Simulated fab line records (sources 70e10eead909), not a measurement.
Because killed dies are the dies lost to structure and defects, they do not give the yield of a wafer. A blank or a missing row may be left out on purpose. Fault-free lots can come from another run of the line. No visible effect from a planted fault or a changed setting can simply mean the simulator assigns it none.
fab line records ; flow nand-harc
[record] lots = 6; wafers = 18; last-day = 32
route steps=1302 shown A_CHANNEL_FILL_D1@506 A_DECK1_JOINT@518 END@1302
lots that met no fault: taken from a fault-free run of the same line
start-h: hours from the record's opening day to when the first of the lot's shown wafers began ; wait-h: hours from the lot's prior step to this one ; " unchanged from the row above ; L1.1+2: a single row standing in for several wafers ; - value missing, or start not given ; * or withheld: withheld ; < > ~ a bound
route shown NAME@n: a module of which the file shows steps, and the number in the route of the first ; usual: mean/standard deviation taken from wafers without a fault ; same: alike in all rows ; chamber/n: place in a boat ; sites: each site's reading ; _std_site: standard deviation of those values ; _edge_site: inner sites' mean taken away from outer sites' mean ; radius-mm: for every site, how far away it sits from the centre of the wafer ; mask NAME#n: copy n ; behind: the most recent tool/chamber to have shaped the wafer ; hold: why the lot was held/for how many hours/how that ended ; device: names the non-switching transistor (n, p or np) ; end of line: the same wafers' tests at the end of the route ; a step given without rows: its recipe and nothing more ; killed: at the first sort, the dies lost to defects and structure; wafer yield is something else ; map: the dies of a wafer, with x for killed, . for not killed, _ for no die there
set.NAME: the run value of the setting; set.NAME@STEP: its run value at that earlier step ; model.NAME: the simulator's own value behind a step, which no gauge read
certain route steps with their lots: each step a table, each wafer a row
services: from which hour (start-h, from the record's first day; less than 0 if before it) a tool's chamber was out of use, for how many hours, and why
[[steps]]
[step NHARC_A_CHANNEL_FILL_D1_THK_MEAS_06]
[recipe] thk-meas-gauge = ellipsometry
[usual] thk-nm = 5.1/0.99
lot.wafer;tool;chamber;start-h;wait-h;thk-nm
L111.1;film-metro-01;-;234.73;0.4;3.7
L111.3;film-metro-01;-;234.73;0.4;2.9
L111.6;film-metro-01;-;234.73;0.4;5.5
L115.2;film-metro-01;-;286.66;0.4;6.4
L115.3;film-metro-01;-;286.66;0.4;4.9
L115.5;film-metro-01;-;286.66;0.4;5.9
L117.1;film-metro-01;-;305.92;0.4;4.4
L117.4;film-metro-01;-;305.92;0.4;4.8
L117.6;film-metro-01;-;305.92;0.4;4.0
L116.2;film-metro-02;-;305.92;0.4;4.4
L116.3;film-metro-02;-;305.92;0.4;4.0
L116.5;film-metro-02;-;305.92;0.4;5.1
L127.1;film-metro-02;-;405.58;0.4;3.0
L127.3;film-metro-02;-;405.58;0.4;3.2
L127.4;film-metro-02;-;405.58;0.4;5.1
L129.1;film-metro-01;-;424.43;0.4;7.0
L129.3;film-metro-01;-;424.43;0.4;4.2
L129.6;film-metro-01;-;424.43;0.4;4.3
[step NHARC_A_CHANNEL_FILL_D1_ALD_25]
[recipe] target-thk-a = 600; pulse-time-s = 10; ald-cycles = 600; temp-c = 300; material = SiOx
[usual] heater-power-w = 477/59; precursor-pulse-height-rel = 1.002/0.019
[same] pulse-time-s = 10
lot.wafer;tool;chamber;start-h;wait-h;heater-power-w;precursor-pulse-height-rel
L111.1;ald-hk-03;1;234.78;0.1;493;0.968
L111.3;ald-hk-03;3;236.00;1.3;478;1.002
L111.6;ald-hk-03;2;237.84;3.1;524;0.998
L115.2;ald-hk-03;2;287.34;0.7;514;0.977
L115.3;ald-hk-03;3;287.34;0.7;503;0.997
L115.5;ald-hk-03;1;289.21;2.5;498;0.966
L116.2;ald-hk-03;1;306.21;0.3;502;1.007
L116.3;ald-hk-03;0;308.05;2.1;410;1.037
L116.5;ald-hk-03;2;309.27;3.3;521;1.028
L117.4;ald-hk-02;3;306.59;0.7;451;1.016
L117.1;ald-hk-02;1;307.83;1.9;481;1.017
L117.6;ald-hk-02;3;309.07;3.1;457;1.005
L127.3;ald-hk-03;0;406.25;0.7;434;0.982
L127.1;ald-hk-03;1;406.25;0.7;488;0.994
L127.4;ald-hk-03;2;406.25;0.7;544;0.985
L129.1;ald-hk-02;2;425.09;0.7;387;0.972
L129.3;ald-hk-02;0;426.31;1.9;582;1.011
L129.6;ald-hk-02;2;427.54;3.1;373;0.999
[step NHARC_A_CHANNEL_FILL_D1_ETCHBACK_08]
[recipe] target-depth-a = 2200; time-s = 110; c4f8-flow-sccm = 20; ar-flow-sccm = withheld; rf-w = 600; bias-w = 300; chemistry = C4F8
[usual] oes-product-au = 0.94/0.033; rf-vpp-V = 440.9/2.1; run-length-s = 131.2/0.5
lot.wafer;tool;chamber;start-h;wait-h;oes-product-au;rf-hours-counter-h;rf-vpp-V;run-length-s
L111.3;rie-diel-03;0;-;-;0.93;8.7;441.3;131.8
L111.1;rie-diel-03;1;-;-;0.92;9.0;443.8;131.1
L111.6;rie-diel-03;2;-;-;0.91;-;443.5;131.1
L115.3;rie-diel-11;3;-;-;0.92;1.3;441.5;131.6
L115.2;rie-diel-11;1;-;-;0.91;1.2;440.0;130.6
L115.5;rie-diel-11;3;-;-;0.92;-;442.6;131.3
L117.4;rie-diel-03;1;-;-;0.98;0.8;443.6;130.9
L117.1;rie-diel-03;3;-;-;1.00;0.4;440.9;130.4
L117.6;rie-diel-03;0;-;-;1.00;-;440.7;131.6
L116.2;rie-diel-07;0;-;-;0.99;0.1;442.2;131.3
L116.3;rie-diel-07;3;-;-;0.99;0.3;442.6;130.4
L116.5;rie-diel-07;0;-;-;0.99;-;440.7;131.0
L127.1;rie-diel-03;0;-;-;1.00;7.5;441.0;131.7
L127.3;rie-diel-03;1;-;-;0.99;6.9;443.1;131.0
L127.4;rie-diel-03;0;-;-;1.01;-;440.6;131.5
L129.1;rie-diel-07;2;-;-;0.93;7.5;437.1;131.4
L129.3;rie-diel-07;0;-;-;0.94;6.4;440.2;131.0
L129.6;rie-diel-07;0;-;-;0.93;-;440.8;131.1
[step NHARC_A_CHANNEL_FILL_D1_STRIP_29]
[recipe] time-s = 20; o2-flow-sccm = 500; ar-flow-sccm = 0; bias-w = 0; chemistry = O2
[usual] drypump-motor-current-A = 6.0/0.43; mfc-ar-sccm = 0.007/0.0073; oes-product-au = 0.997/0.01; rf-vpp-V = 57.7/0.85; showerhead-plenum-p-Torr = 3.54/0.11; throttle-valve-pct = 17.035/0.0097
lot.wafer;tool;chamber;start-h;wait-h;drypump-motor-current-A;mfc-ar-sccm;oes-product-au;rf-hours-counter-h;rf-vpp-V;showerhead-plenum-p-Torr;throttle-valve-pct
L111.1;rie-diel-03;2;-;-;6.4;0.010;1.002;7.6;57.5;3.65;17.041
L111.3;rie-diel-03;1;-;-;5.9;0;1.000;9.1;57.4;3.68;17.042
L111.6;rie-diel-03;3;-;-;5.7;0.005;1.003;-;57.5;3.52;17.024
L115.2;rie-diel-11;2;-;-;6.0;0.012;0.985;1.4;57.7;3.60;17.033
L115.3;rie-diel-11;0;-;-;5.3;0.014;1.010;1.2;56.9;3.42;17.036
L115.5;rie-diel-11;1;-;-;6.3;0.020;1.000;-;58.2;3.53;17.027
L117.1;rie-diel-03;2;-;-;6.3;0.010;1.005;0.8;58.6;3.65;17.045
L117.4;rie-diel-03;3;-;-;5.7;0.005;1.010;0.4;57.2;3.52;17.036
L117.6;rie-diel-03;1;-;-;5.9;0;1.000;-;58.4;3.68;17.036
L116.2;rie-diel-07;3;-;-;6.0;0;0.994;0.3;57.1;3.63;17.042
L116.3;rie-diel-07;0;-;-;6.7;0;0.999;0.1;58.5;3.53;17.038
L116.5;rie-diel-07;3;-;-;6.0;0;0.986;-;58.6;3.63;17.052
L127.1;rie-diel-03;1;411.35;0.2;5.9;0;0.995;7.0;58.9;3.67;17.032
L127.3;rie-diel-03;0;411.35;0.2;5.3;0.014;1.008;7.6;55.7;3.53;17.031
L127.4;rie-diel-03;2;411.35;0.2;6.3;0.010;1.005;-;58.3;3.65;17.042
L129.1;rie-diel-07;3;430.18;0.2;6.0;0;0.981;8.2;57.6;3.62;17.047
L129.3;rie-diel-07;0;430.18;0.2;6.8;0;0.991;6.4;57.1;3.53;17.034
L129.6;rie-diel-07;3;430.18;0.2;6.0;0;0.983;-;57.7;3.62;17.048
[step NHARC_A_CHANNEL_FILL_D1_PRECLEAN_30]
[recipe] time-s = 30; chemistry = dHF
[step NHARC_A_CHANNEL_FILL_D1_SRD_31]
[step NHARC_A_CHANNEL_FILL_D1_CVD_09]
[recipe] target-thk-a = 1500; temp-c = 620; pressure-mtorr = 200; time-s = 3000; material = poly-Si
[step NHARC_A_CHANNEL_FILL_D1_CMP_10]
[recipe] target-thk-nm = 150
[usual] motor-current-A = 12.2/0.87; time-to-endpoint-s = 15.5/2.3
lot.wafer;tool;chamber;start-h;wait-h;motor-current-A;time-to-endpoint-s
L111.3;cmp-02;0;246.18;0.4;11.9;18.6
L111.1;cmp-02;2;246.18;0.4;13.4;15.0
L111.6;cmp-02;0;246.18;0.4;11.2;16.6
L115.2;cmp-01;3;298.78;0.4;11.9;11.4
L115.3;cmp-01;1;298.78;0.4;12.5;14.4
L115.5;cmp-01;2;298.78;0.4;10.5;12.8
L116.3;cmp-02;3;317.29;0.4;12.1;16.1
L116.2;cmp-02;0;317.29;0.4;12.1;18.2
L116.5;cmp-02;2;317.29;0.4;12.9;14.7
L117.1;cmp-03;2;317.29;0.4;13.1;17.2
L117.4;cmp-03;3;317.29;0.4;13.7;15.8
L117.6;cmp-03;1;317.29;0.4;11.4;18.3
L127.3;cmp-03;0;417.12;0.4;13.5;12.0
L127.1;cmp-03;1;417.12;0.4;11.5;12.5
L127.4;cmp-03;2;417.12;0.4;13.6;17.9
L129.1;cmp-02;0;436.21;0.4;11.6;14.3
L129.3;cmp-02;3;436.21;0.4;11.8;10.3
L129.6;cmp-02;0;436.21;0.4;11.1;14.4
[step NHARC_A_CHANNEL_FILL_D1_SRD_12]
[step NHARC_A_CHANNEL_FILL_D1_INSPECT_13]
[usual] raw-defect-count = 344/150
lot.wafer;tool;chamber;start-h;wait-h;raw-defect-count
L111.1;defect-inspect-02;-;246.59;0.0;303
L111.3;defect-inspect-02;-;246.59;0.0;197
L111.6;defect-inspect-02;-;246.59;0.0;267
L115.2;defect-inspect-02;-;299.18;0.0;311
L115.3;defect-inspect-02;-;299.18;0.0;374
L115.5;defect-inspect-02;-;299.18;0.0;463
L116.2;defect-inspect-01;-;317.66;0.0;283
L116.3;defect-inspect-01;-;317.66;0.0;379
L116.5;defect-inspect-01;-;317.66;0.0;209
L117.1;defect-inspect-02;-;317.66;0.0;516
L117.4;defect-inspect-02;-;317.66;0.0;349
L117.6;defect-inspect-02;-;317.66;0.0;570
L127.1;defect-inspect-02;-;417.51;0.0;237
L127.3;defect-inspect-02;-;417.51;0.0;359
L127.4;defect-inspect-02;-;417.51;0.0;231
L129.1;defect-inspect-01;-;436.62;0.0;528
L129.3;defect-inspect-01;-;436.62;0.0;358
L129.6;defect-inspect-01;-;436.62;0.0;229
[step NHARC_A_DECK1_JOINT_ETCHBACK_07]
[recipe] target-depth-a = 1050; time-s = 26.9; hbr-flow-sccm = 150; rf-w = 350; icp-w = 350; bias-w = 60; chemistry = HBr
[usual] drypump-motor-current-A = 5.6/0.37; he-backside-leak-sccm = 2.7/0.3; oes-product-au = 1.002/0.013; run-length-s = 48.4/0.36; throttle-valve-pct = 23.265/0.0086
lot.wafer;tool;chamber;start-h;wait-h;drypump-motor-current-A;he-backside-leak-sccm;oes-product-au;rf-hours-counter-h;run-length-s;throttle-valve-pct
L111.1;rie-si-02;3;246.65;0.1;4.9;2.5;0.989;0.9;48.0;23.265
L111.3;rie-si-02;1;246.65;0.1;5.6;2.4;1.010;0.9;48.5;23.273
L111.6;rie-si-02;3;246.65;0.1;4.9;2.4;0.987;-;48.0;23.254
L115.3;rie-si-02;2;299.26;0.1;5.8;2.8;0.995;0.1;48.3;23.271
L115.2;rie-si-02;3;299.26;0.1;4.9;2.3;0.969;0.0;38.6;23.275
L115.5;rie-si-02;0;299.26;0.1;6.2;2.9;1.002;-;38.5;23.257
L116.3;rie-si-04;3;317.72;0.1;5.5;2.8;0.994;1.0;48.8;23.254
L116.2;rie-si-04;2;317.72;0.1;5.2;2.3;1.017;0.9;48.3;23.260
L116.5;rie-si-04;0;317.72;0.1;6.0;2.8;1.012;-;48.7;23.270
L117.4;rie-si-02;0;317.74;0.1;6.3;3.1;0.997;0.1;49.0;23.269
L117.1;rie-si-02;1;317.74;0.1;5.6;2.4;1.015;0.2;48.6;23.276
L117.6;rie-si-02;2;317.74;0.1;5.8;2.9;0.983;-;37.7;23.266
L127.3;rie-si-04;1;417.57;0.1;5.7;3.2;1.013;0.5;48.4;23.263
L127.4;rie-si-04;2;417.57;0.1;5.2;2.4;1.012;0.4;48.6;23.264
L127.1;rie-si-04;0;417.57;0.1;5.9;2.8;0.999;0.5;48.1;23.263
L129.1;rie-si-01;0;436.68;0.1;6.0;2.6;1.006;0.3;48.5;23.254
L129.3;rie-si-01;2;436.68;0.1;5.5;2.9;0.997;0.4;48.8;23.257
L129.6;rie-si-01;1;436.68;0.1;5.8;3.1;0.997;-;47.9;23.264
[step NHARC_A_DECK1_JOINT_ETCH_25]
[recipe] target-depth-a = 5; chemistry = dHF; material = SiO2
[step NHARC_END_SORT_01]
[recipe] temp-c = 25
[usual] killed-at-array = 53/19; killed-at-other = 0.7/1.1; killed-at-periphery = 4.2/2.7; killed-dies = 58/18; killed-open = 3.1/1.9; killed-short = 2.5/1.6
[same] gross-dies = 677
lot.wafer;tool;chamber;start-h;wait-h;killed-at-array;killed-at-other;killed-at-periphery;killed-dies;killed-open;killed-short
L115.2;prober-01;0;616.95;2.8;38;0;7;45;4;4
L115.3;prober-01;0;617.75;3.1;42;0;4;46;5;1
L115.5;prober-01;0;619.36;3.7;46;0;6;52;4;4
L129.1;prober-02;0;771.20;2.5;25;0;8;33;5;3
L129.3;prober-02;0;772.79;3.1;25;0;4;29;2;0
L129.6;prober-02;0;775.18;4.0;31;1;7;39;1;1
// killed by level:class
L115.2 A_CHANNEL_HOLE_D2:chamber-film-flake=20 P_GATE:chamber-film-flake=6 A_CHANNEL_HOLE_D1:chamber-film-flake=3 A_STAIRCASE:chamber-film-flake=3 A_WL_FILL:chamber-film-flake=3 A_SOURCE_PLATE:geometric-particle:short=2 P_CONTACT:geometric-particle:open=1 A_CHANNEL_HOLE_D1:geometric-particle:open=1
L115.3 A_CHANNEL_HOLE_D2:chamber-film-flake=23 A_DECK1_JOINT:chamber-film-flake=5 A_CHANNEL_HOLE_D1:chamber-film-flake=4 P_GATE:chamber-film-flake=3 A_CHANNEL_FILL_D1:geometric-particle:open=2 A_WL_FILL:chamber-film-flake=2 P_STI:geometric-particle:open=1 A_CHANNEL_FILL_D2:geometric-particle:short=1
L115.5 A_CHANNEL_HOLE_D2:chamber-film-flake=29 A_WL_FILL:chamber-film-flake=4 A_CONTACT:chamber-film-flake=4 A_M0:geometric-particle:open=2 P_GATE:chamber-film-flake=2 A_CHANNEL_HOLE_D1:chamber-film-flake=2 P_GATE:geometric-particle:short=1 P_CONTACT:geometric-particle:open=1
L129.1 A_CHANNEL_HOLE_D1:chamber-film-flake=9 P_BONDPAD:chamber-film-flake=4 A_SLIT:chamber-film-flake=3 A_CONTACT:chamber-film-flake=3 A_WL_FILL:chamber-film-flake=2 P_CONTACT:geometric-particle:open=1 P_M1:geometric-particle:open=1 A_CHANNEL_FILL_D1:geometric-particle:open=1
L129.3 A_CHANNEL_HOLE_D1:chamber-film-flake=12 A_SLIT:chamber-film-flake=5 A_STAIRCASE:chamber-film-flake=2 A_CONTACT:chamber-film-flake=2 P_CONTACT:geometric-particle:open=1 A_CHANNEL_HOLE_D2:geometric-particle:open=1 P_ZERO_WELL:chamber-film-flake=1 P_GATE:chamber-film-flake=1
L129.6 A_CHANNEL_HOLE_D1:chamber-film-flake=12 A_CONTACT:chamber-film-flake=9 P_BONDPAD:chamber-film-flake=6 A_SLIT:chamber-film-flake=4 P_CONTACT:geometric-particle:open=1 A_SGD_CUT:geometric-particle:short=1 A_CHANNEL_FILL_D2:chamber-film-flake=1 A_DECK1_JOINT:chamber-film-flake=1
[[services]]
tool;chamber;start-h;hours;kind
ald-hk-03;-;215.54;10.0;pm
rie-diel-11;1;218.60;4.3;repair
rie-diel-03;0;228.38;5.9;repair
cmp-02;-;232.56;4.0;pm
rie-diel-11;1;249.69;2.9;repair
rie-diel-11;-;255.53;9.0;pm
rie-si-02;-;277.00;9.0;pm
rie-diel-03;-;281.30;9.0;pm
cmp-03;-;291.87;6.8;repair
rie-diel-07;-;294.58;9.0;pm
rie-diel-03;3;298.83;4.2;repair
rie-si-04;0;307.25;6.8;repair
rie-si-04;1;310.68;15.3;repair
cmp-02;-;330.56;4.0;pm
rie-si-04;-;342.00;9.0;pm
cmp-02;-;344.11;1.3;repair
ald-hk-02;-;349.62;10.0;pm
rie-diel-03;3;387.04;25.4;repair
cmp-03;-;387.95;1.4;repair
cmp-03;-;396.69;4.0;pm
rie-diel-11;-;408.27;0.4;repair
rie-diel-07;1;413.43;22.1;repair
rie-diel-03;-;421.22;0.1;repair
cmp-02;-;428.56;4.0;pm
[[key]]
[first-sign] step = NHARC_A_DECK1_JOINT_ETCHBACK_07; reading = run-length-s; direction = down; sigmas = 28; usual = *; struck = *
effect none on later readings
met-at NHARC_A_DECK1_JOINT_ETCHBACK_07
struck-wafers L115.2,L115.5,L117.6
tester-left-out L115,L117
onset-between 246.65 299.26
[fault] kind = process-parameter-drift; tool = rie-si-02; chamber = -; onset-h = 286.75; steps = NHARC_A_DECK1_JOINT_ETCHBACK_07; channel = time-s; offset = *; shape = step; end-h = 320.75; scope = struck-wafers-only; acts-in = *; stated = *
// tester-left-out: of these lots the tester's yield and bins aren't shown, on N5 and GAA mostly nor the transistor test; their killed dies are dies lost to structure and defects alone, not to doping, threshold or leakage, so they don't give the yield
